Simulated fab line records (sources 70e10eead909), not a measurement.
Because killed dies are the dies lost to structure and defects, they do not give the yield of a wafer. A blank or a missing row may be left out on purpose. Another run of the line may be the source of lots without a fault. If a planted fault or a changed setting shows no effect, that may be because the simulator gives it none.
Chamber matching | flow nandHarc | NHARC_A_CHANNEL_FILL_D1_CMP_10 on cmp-01 has 4 sister chambers
The step polishes, target thk 150 nm. 18 wafers are shown with their chamber, then 9 later ones without.

## EACH WAFER AND ITS CHAMBER
wafer  | chamber | motorCurrentA (A) | timeToEndpointS (s)
L074.1 | 0       | 11.5              | 12
L074.5 | 1       | 13.8              | 14
L074.6 | 2       | 12.3              | 16
L076.1 | 0       | 11.5              | 15
L076.3 | 3       | 11.7              | 18
L076.5 | 0       | 11.8              | 15
L078.3 | 2       | 12.7              | 17
L078.4 | 1       | 13.9              | 17
L078.6 | 2       | 12.8              | 18
L081.3 | 3       | 12.1              | 21
L081.4 | 1       | 13.7              | 21
L081.6 | 1       | 13.7              | 20
L082.1 | 1       | 13.3              | 14
L082.2 | 0       | 12.0              | 11
L082.5 | 3       | 11.8              | 16
L088.1 | 0       | 12.4              | 13
L088.2 | 1       | 13.7              | 19
L088.4 | 3       | 12.0              | 19

SIGNATURES (means of the wafers above)
reading         | chamber 0 | chamber 1 | chamber 2 | chamber 3 | scatter within a chamber
motorCurrentA   | 11.840    | 13.683    | 12.600    | 11.900    | 0.27
timeToEndpointS | 13.20     | 17.50     | 17.00     | 18.50     | 2.29
Rule: a wafer lies at a distance from a chamber equal to the root of the sum of squares, over the readings, of (its reading less the chamber's mean, divided by the reading's scatter). If the next closest chamber is less than 2 further off than the closest, the wafer can't be placed; otherwise it belongs to the closest. How the scatter is found: for the shown wafers, subtract from each reading the mean of its chamber, square and add these, divide the total by (wafers less chambers), then take the root.

## WAFERS WITH NO CHAMBER GIVEN
wafer  | motorCurrentA (A) | timeToEndpointS (s)
L087.1 | 11.4              | 21
L087.2 | 13.6              | 16
L087.3 | 11.2              | 17
L094.1 | 13.5              | 14
L094.3 | 11.7              | 17
L094.6 | 12.1              | 17
L095.3 | 11.7              | 16
L095.5 | 13.0              | 17
L095.6 | 13.1              | 19

## WHICH CHAMBER EACH WENT THROUGH
wafer  | from the rows above          | in truth
L087.1 | can't be placed: 3 or 0      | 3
L087.2 | 1                            | 1
L087.3 | can't be placed: 3 or 0      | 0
L094.1 | can't be placed: 1 or 2      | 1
L094.3 | can't be placed: 3 or 0      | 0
L094.6 | can't be placed: 3 or 2 or 0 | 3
L095.3 | can't be placed: 3 or 0      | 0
L095.5 | can't be placed: 2 or 1      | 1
L095.6 | can't be placed: 2 or 1      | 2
Correctly placed: 1 of 9. Unplaceable from these rows: 8, with the true chamber sitting among the candidates in 8. Placed wrongly: 0.
